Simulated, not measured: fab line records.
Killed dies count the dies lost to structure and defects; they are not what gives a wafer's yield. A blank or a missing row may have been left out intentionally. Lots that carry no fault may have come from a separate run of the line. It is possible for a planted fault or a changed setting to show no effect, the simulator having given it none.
fab line records	flow nandHarc
record lots=14	wafers=42	lastDay=25
route steps=1159 shown A_STAIRCASE@676 THIN_TSV@1127 END@1159
lots with no fault: from the same line, run without faults
startH: the number of hours between the record's first day and the start of the first shown wafer of the lot	waitH: hours since the lot's step before	" repeats the value in the row above	L1.1+2: a row that stands for several wafers	- no value, or no start given	* or withheld: withheld	< > ~ a bound
route shown NAME@n: NAME is a module with steps in the file, n the number in the route of the first one	usual: mean/standard deviation of fault-free wafers	same: alike in all rows	chamber/n: place in a boat	sites: readings site by site	_std_site: their standard deviation	_edge_site: outer sites' mean less inner sites'	radiusMm: for every site, how far away it sits from the centre of the wafer	mask NAME#n: copy n	behind: the most recent tool/chamber to have shaped the wafer	hold: why the lot was held/for how many hours/how that ended	device: the n, p or np transistor that did not switch	end of line: the tests these same wafers got at the end of their route	for a step that has no rows: nothing shown but its recipe	killed: the dies lost at the first sort to structure and to defects; this is not the yield of the wafer	map: dies across one wafer; x = killed, . = not, _ = none there
set.NAME: the run value of the setting; set.NAME@STEP: its run value at that earlier step	model.NAME: the simulator's own value behind a step, which no gauge read
one table for each step of the route and one row for each wafer, over a sample of lots
services: the hour from which a tool's chamber was out of use, counted from the record's first day as startH (under 0 if before that day), plus the number of hours and why
## steps
# step NHARC_A_STAIRCASE_DEP_301
# recipe targetThkA=300	targetThkNm=30	tempC=400	pressureTorr=3.5	flowSccm=200	rfW=350	material=SiON
# usual heaterPowerW=794/68
lot.wafer	tool	chamber	startH	waitH	heaterPowerW
L587.1	pecvd-03	2	244.26	1.6	819
L587.3	"	0	"	"	891
L587.6	"	0	"	"	882
L588.3	pecvd-01	1	269.07	1.0	701
L588.2	"	0	"	"	806
L588.5	"	2	"	"	773
L590.3	pecvd-01	0	272.56	1.0	820
L590.6	"	1	"	"	786
L590.4	"	0	"	"	817
L591.2	pecvd-04	0	285.41	1.2	780
L591.4	"	1	"	"	893
L591.5	"	2	"	"	711
L592.2	pecvd-01	2	286.47	1.3	680
L592.3	"	0	"	"	846
L592.4	"	0	"	"	868
L594.3	pecvd-01	0	301.88	1.0	817
L594.1	"	2	"	"	818
L594.5	"	2	"	"	807
L603.2	pecvd-04	0	358.10	1.2	751
L603.5	"	1	"	"	870
L603.6	"	2	"	"	718
L602.1	pecvd-01	2	358.24	1.6	735
L602.3	"	1	"	"	714
L602.6	"	1	"	"	716
L604.1	pecvd-01	2	361.89	1.6	819
L604.3	"	0	"	"	780
L604.6	"	2	"	"	806
L607.2	pecvd-01	2	380.02	1.2	783
L607.1	"	1	"	"	691
L607.4	"	0	"	"	902
L606.1	pecvd-03	1	380.04	1.6	796
L606.5	"	0	"	"	868
L606.6	"	2	"	"	782
L608.1	pecvd-03	0	382.26	1.6	852
L608.3	"	1	"	"	788
L608.4	"	1	"	"	787
L610.2	pecvd-03	0	391.15	1.3	772
L610.4	"	1	"	"	739
L610.5	"	0	"	"	812
L609.2	pecvd-01	2	402.96	1.2	811
L609.5	"	0	"	"	884
L609.6	"	1	"	"	777
# step NHARC_THIN_TSV_DEGAS_49
# recipe tempC=300	timeS=120
# usual heaterPowerW=454/30
# same timeS=120
lot.wafer	tool	chamber	startH	waitH	heaterPowerW
L587.1	pvdSputter-01	-	440.60	0.1	455
L587.3	"	-	"	"	439
L587.6	"	-	"	"	465
L588.2	pvdSputter-01	-	441.24	0.1	448
L588.3	"	-	"	"	462
L588.5	"	-	"	"	444
L590.3	pvdSputter-02	-	442.51	0.1	462
L590.4	"	-	"	"	465
L590.6	"	-	"	"	461
L591.4	pvdSputter-02	-	461.89	0.1	458
L591.2	"	-	"	"	465
L591.5	"	-	"	"	449
L592.3	pvdSputter-01	-	462.63	0.1	401
L592.4	"	-	"	"	471
L592.2	"	-	"	"	443
L594.3	pvdSputter-01	-	467.58	0.1	407
L594.1	"	-	"	"	450
L594.5	"	-	"	"	466
L602.3	pvdSputter-03	-	539.08	0.1	544
L602.1	"	-	"	"	429
L602.6	"	-	"	"	536
L603.2	pvdSputter-02	-	540.42	0.2	462
L603.6	"	-	"	"	470
L603.5	"	-	"	"	460
L604.1	pvdSputter-02	-	545.88	0.2	443
L604.3	"	-	"	"	471
L604.6	"	-	"	"	462
L606.1	pvdSputter-02	-	548.73	0.2	450
L606.5	"	-	"	"	457
L606.6	"	-	"	"	469
L607.1	pvdSputter-03	-	549.61	0.1	428
L607.2	"	-	"	"	438
L607.4	"	-	"	"	519
L608.1	pvdSputter-01	-	554.34	0.2	436
L608.3	"	-	"	"	392
L608.4	"	-	"	"	460
L610.2	pvdSputter-02	-	558.59	0.2	465
L610.4	"	-	"	"	453
L610.5	"	-	"	"	469
L609.2	pvdSputter-01	-	565.65	0.1	428
L609.6	"	-	"	"	412
L609.5	"	-	"	"	397
# step NHARC_THIN_TSV_PVD_51
# recipe targetThkA=1000	chamberPressurePa=5	material=Cu
# usual throttleValvePct=29.6/1.3
lot.wafer	tool	chamber	startH	waitH	throttleValvePct
L587.1	pvdSputter-01	-	-	-	30.0
L587.3	"	-	"	"	29.0
L587.6	"	-	"	"	30.5
L588.3	pvdSputter-01	-	-	-	29.3
L588.2	"	-	"	"	30.3
L588.5	"	-	"	"	30.3
L590.3	pvdSputter-02	-	-	-	29.7
L590.4	"	-	"	"	31.8
L590.6	"	-	"	"	29.7
L591.4	pvdSputter-02	-	-	-	27.6
L591.2	"	-	"	"	31.9
L591.5	"	-	"	"	27.4
L592.2	pvdSputter-01	-	-	-	29.9
L592.4	"	-	"	"	29.4
L592.3	"	-	"	"	30.5
L594.3	pvdSputter-01	-	-	-	30.4
L594.1	"	-	"	"	28.1
L594.5	"	-	"	"	29.0
L602.3	pvdSputter-03	-	-	-	27.2
L602.1	"	-	"	"	30.2
L602.6	"	-	"	"	27.2
L603.2	pvdSputter-02	-	-	-	27.8
L603.5	"	-	"	"	29.7
L603.6	"	-	"	"	29.5
L604.3	pvdSputter-02	-	-	-	32.0
L604.1	"	-	"	"	29.7
L604.6	"	-	"	"	27.6
L606.1	pvdSputter-02	-	-	-	29.7
L606.6	"	-	"	"	29.8
L606.5	"	-	"	"	32.3
L607.2	pvdSputter-03	-	-	-	30.4
L607.4	"	-	"	"	29.7
L607.1	"	-	"	"	27.1
L608.1	pvdSputter-01	-	-	-	29.9
L608.3	"	-	"	"	28.7
L608.4	"	-	"	"	30.2
L610.2	pvdSputter-02	-	-	-	30.0
L610.4	"	-	"	"	29.7
L610.5	"	-	"	"	32.1
L609.2	pvdSputter-01	-	-	-	28.8
L609.6	"	-	"	"	28.9
L609.5	"	-	"	"	29.9
# step NHARC_THIN_TSV_ANNEAL_52
# recipe tempC=225	timeS=90
# usual wafer_temp_C_max=226.3/0.31
# same timeS=90
lot.wafer	tool	chamber	startH	waitH	wafer_temp_C_max
L587.1	rtpAnneal-01	0	441.77	0.5	226.2
L587.3	"	0	"	"	227.2
L587.6	"	0	"	"	226.0
L588.2	rtpAnneal-02	0	442.48	0.7	226.0
L588.3	"	0	"	"	226.2
L588.5	"	0	"	"	226.3
L590.3	rtpAnneal-01	0	443.82	0.5	226.4
L590.4	"	0	"	"	227.1
L590.6	"	0	"	"	226.8
L591.2	rtpAnneal-02	0	463.33	0.6	226.5
L591.4	"	0	"	"	225.9
L591.5	"	0	"	"	226.6
L592.2	rtpAnneal-01	0	463.93	0.6	226.3
L592.3	"	0	"	"	226.2
L592.4	"	0	"	"	226.2
L594.1	rtpAnneal-01	0	468.78	0.7	226.1
L594.3	"	0	"	"	226.1
L594.5	"	0	"	"	226.6
L602.1	rtpAnneal-02	0	540.59	0.6	226.1
L602.3	"	0	"	"	226.5
L602.6	"	0	"	"	226.4
L603.2	rtpAnneal-01	0	541.67	0.6	226.2
L603.5	"	0	"	"	226.0
L603.6	"	0	"	"	226.3
L604.1	rtpAnneal-01	0	547.27	0.7	226.9
L604.3	"	0	"	"	226.5
L604.6	"	0	"	"	225.8
L606.1	rtpAnneal-01	0	549.89	0.6	226.5
L606.5	"	0	"	"	226.1
L606.6	"	0	"	"	226.1
L607.1	rtpAnneal-01	0	550.80	0.6	226.5
L607.2	"	0	"	"	225.9
L607.4	"	0	"	"	226.3
L608.1	rtpAnneal-02	0	555.54	0.6	226.3
L608.3	"	0	"	"	226.2
L608.4	"	0	"	"	226.5
L610.2	rtpAnneal-01	0	559.83	0.7	226.1
L610.4	"	0	"	"	226.5
L610.5	"	0	"	"	226.1
L609.2	rtpAnneal-01	0	566.88	0.7	225.9
L609.5	"	0	"	"	226.7
L609.6	"	0	"	"	226.4
# step NHARC_END_SORT_01
# recipe tempC=25
# usual killedAtArray=30/10	killedAtOther=0.5/0.82	killedAtPeriphery=2.9/2	killedDies=34/11	killedOpen=3.2/1.8	killedShort=2.0/1.4
# same grossDies=677
lot.wafer	tool	chamber	startH	waitH	killedAtArray	killedAtOther	killedAtPeriphery	killedDies	killedOpen	killedShort
L591.4	prober-01	0	476.48	3.4	30	0	2	32	2	3
L592.2	prober-02	0	474.92	2.8	85	0	3	88	0	6
L592.3	prober-02	0	475.71	3.1	81	0	3	84	2	2
L592.4	prober-02	0	476.51	3.4	87	0	1	88	1	0
L594.1	prober-02	0	481.94	2.6	92	0	3	95	3	0
L594.3	prober-02	0	483.54	3.1	92	0	0	92	2	1
L594.5	prober-02	0	485.14	3.7	94	0	4	98	4	0
L602.1	prober-02	0	551.89	2.5	42	0	3	45	8	1
L602.3	prober-02	0	553.48	3.1	34	0	3	37	2	4
L602.6	prober-02	0	555.87	4.0	25	2	4	31	3	2
L606.1	prober-01	0	566.36	2.5	49	0	5	54	6	4
L606.5	prober-01	0	569.54	3.7	50	0	9	59	4	1
L606.6	prober-01	0	570.33	4.0	43	0	2	45	3	1
# killed by level:class
L592.2 A_STAIRCASE:unspecified=55 A_CHANNEL_HOLE_D1:chamberFilmFlake=10 A_SLIT:chamberFilmFlake=10 A_CONTACT:chamberFilmFlake=4 A_CHANNEL_FILL_D1:geometricParticle:short=2 A_WL_FILL:geometricParticle:short=2 A_STAIRCASE:chamberFilmFlake=2 P_CONTACT:geometricParticle:short=1
L592.3 A_STAIRCASE:unspecified=59 A_SLIT:chamberFilmFlake=9 A_CHANNEL_HOLE_D1:chamberFilmFlake=5 A_CONTACT:chamberFilmFlake=4 P_STI:geometricParticle:short=1 P_M0:geometricParticle:short=1 A_WL_FILL:geometricParticle:open=1 A_CONTACT:geometricParticle:open=1
L591.4 A_STAIRCASE:chamberFilmFlake=9 A_CONTACT:chamberFilmFlake=7 A_CHANNEL_FILL_D1:chamberFilmFlake=3 A_SGD_CUT:chamberFilmFlake=3 A_CONTACT:geometricParticle:open=2 P_M0:chamberFilmFlake=2 A_CHANNEL_HOLE_D1:chamberFilmFlake=2 A_ONON_D1:geometricParticle:short=1
L592.4 A_STAIRCASE:unspecified=64 A_SLIT:chamberFilmFlake=11 A_CHANNEL_HOLE_D1:chamberFilmFlake=9 A_BLC:geometricParticle:open=1 P_STI:chamberFilmFlake=1 A_CHANNEL_FILL_D1:chamberFilmFlake=1 A_STAIRCASE:chamberFilmFlake=1
L594.1 A_STAIRCASE:unspecified=61 A_CHANNEL_HOLE_D1:chamberFilmFlake=12 A_SLIT:chamberFilmFlake=9 A_CONTACT:chamberFilmFlake=4 A_STAIRCASE:chamberFilmFlake=3 P_CONTACT:chamberFilmFlake=2 A_CONTACT:geometricParticle:open=1 A_BLC:geometricParticle:open=1
L594.3 A_STAIRCASE:unspecified=60 A_CHANNEL_HOLE_D1:chamberFilmFlake=15 A_STAIRCASE:chamberFilmFlake=6 A_SLIT:chamberFilmFlake=6 A_CONTACT:chamberFilmFlake=2 A_ONON_D1:geometricParticle:short=1 A_CHANNEL_HOLE_D1:geometricParticle:open=1 A_CHANNEL_FILL_D1:geometricParticle:open=1
L594.5 A_STAIRCASE:unspecified=57 A_SLIT:chamberFilmFlake=14 A_CHANNEL_HOLE_D1:chamberFilmFlake=12 A_STAIRCASE:chamberFilmFlake=3 P_GATE:chamberFilmFlake=2 A_CONTACT:chamberFilmFlake=2 A_SOURCE_PLATE:geometricParticle:open=1 A_ONON_D1:geometricParticle:open=1
L602.1 A_SLIT:chamberFilmFlake=14 A_CHANNEL_HOLE_D1:chamberFilmFlake=12 A_CONTACT:chamberFilmFlake=3 A_BLC:chamberFilmFlake=3 A_ONON_D1:geometricParticle:open=2 P_M2:geometricParticle:open=1 A_SOURCE_PLATE:geometricParticle:open=1 A_ONON_D1:geometricParticle:short=1
L602.3 A_SLIT:chamberFilmFlake=15 A_CHANNEL_HOLE_D1:chamberFilmFlake=5 A_CONTACT:chamberFilmFlake=4 A_BLC:chamberFilmFlake=4 A_WL_FILL:geometricParticle:short=2 P_M0:geometricParticle:short=1 A_ONON_D1:geometricParticle:short=1 A_CONTACT:geometricParticle:open=1
L602.6 A_SLIT:chamberFilmFlake=14 A_CHANNEL_HOLE_D1:chamberFilmFlake=4 A_STAIRCASE:chamberFilmFlake=3 P_CONTACT:geometricParticle:open=1 P_M0:geometricParticle:short=1 A_SOURCE_PLATE:geometricParticle:open=1 A_CHANNEL_FILL_D1:geometricParticle:short=1 A_M0:geometricParticle:open=1
L606.1 A_CHANNEL_HOLE_D1:chamberFilmFlake=18 A_SLIT:chamberFilmFlake=14 A_CONTACT:chamberFilmFlake=4 A_ZERO_WELL:chamberFilmFlake=3 A_STAIRCASE:chamberFilmFlake=3 A_CONTACT:geometricParticle:open=2 P_M2:chamberFilmFlake=2 P_CONTACT:geometricParticle:open=1
L606.5 A_SLIT:chamberFilmFlake=20 A_CHANNEL_HOLE_D1:chamberFilmFlake=17 A_CONTACT:chamberFilmFlake=6 P_M2:chamberFilmFlake=5 A_ONON_D1:geometricParticle:open=2 P_STI:chamberFilmFlake=2 P_M1:geometricParticle:open=1 A_CHANNEL_FILL_D1:geometricParticle:short=1
L606.6 A_CHANNEL_HOLE_D1:chamberFilmFlake=21 A_SLIT:chamberFilmFlake=14 A_CONTACT:chamberFilmFlake=3 A_CONTACT:geometricParticle:open=2 A_WL_FILL:geometricParticle:open=1 A_CONTACT:geometricParticle:short=1 P_STI:chamberFilmFlake=1 P_M2:chamberFilmFlake=1
## services
tool	chamber	startH	hours	kind
pecvd-01	-	237.13	13.0	pm
pvdSputter-03	-	280.00	10.0	pm
pecvd-03	-	292.08	13.0	pm
pvdSputter-03	-	293.80	1.9	repair
rtpAnneal-02	-	300.00	12.0	pm
pvdSputter-01	-	336.00	10.0	pm
pecvd-04	-	376.58	13.0	pm
pvdSputter-03	-	382.80	3.5	repair
pvdSputter-02	-	392.00	10.0	pm
pecvd-03	0	404.05	22.6	repair
pecvd-04	-	410.43	0.7	repair
pecvd-04	-	414.04	1.8	repair
pecvd-01	-	418.14	13.0	pm
pecvd-04	1	433.42	4.3	repair
pvdSputter-03	-	458.00	10.0	pm
pecvd-03	1	460.76	18.1	repair
pecvd-03	-	473.09	13.0	pm
pvdSputter-02	-	478.67	1.3	repair
pecvd-01	-	482.25	5.7	repair
pecvd-03	-	504.33	0.4	repair
pvdSputter-01	-	514.00	10.0	pm
pecvd-04	0	531.00	5.6	repair
pvdSputter-02	-	551.19	6.5	repair
pecvd-01	2	555.00	8.3	repair
## key
firstSign step=NHARC_END_SORT_01	reading=killedAtArray	direction=up	sigmas=5.6	usual=30	struck=88
effect step=NHARC_END_SORT_01	reading=killedDies	direction=up	sigmas=5.4	usual=34	struck=91
moreKillsBornAt NHARC_A_STAIRCASE_DEP_301@pecvd-01=356
metAt NHARC_A_STAIRCASE_DEP_301
struckLots L592,L594
testerLeftOut L592,L594
notActingAt NHARC_THIN_TSV_DEGAS_49,NHARC_THIN_TSV_PVD_51,NHARC_THIN_TSV_ANNEAL_52
onsetBetween 272.56 286.47
fault kind=chamberParticleSource	tool=pecvd-01	chamber=-	onsetH=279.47	steps=NHARC_A_STAIRCASE_DEP_301	ratePerVisitCm2=0.37797	endH=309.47
# testerLeftOut: of these lots the tester's yield and bins aren't shown, on N5 and GAA mostly nor the transistor test; their killed dies are dies lost to structure and defects alone, not to doping, threshold or leakage, so they don't give the yield
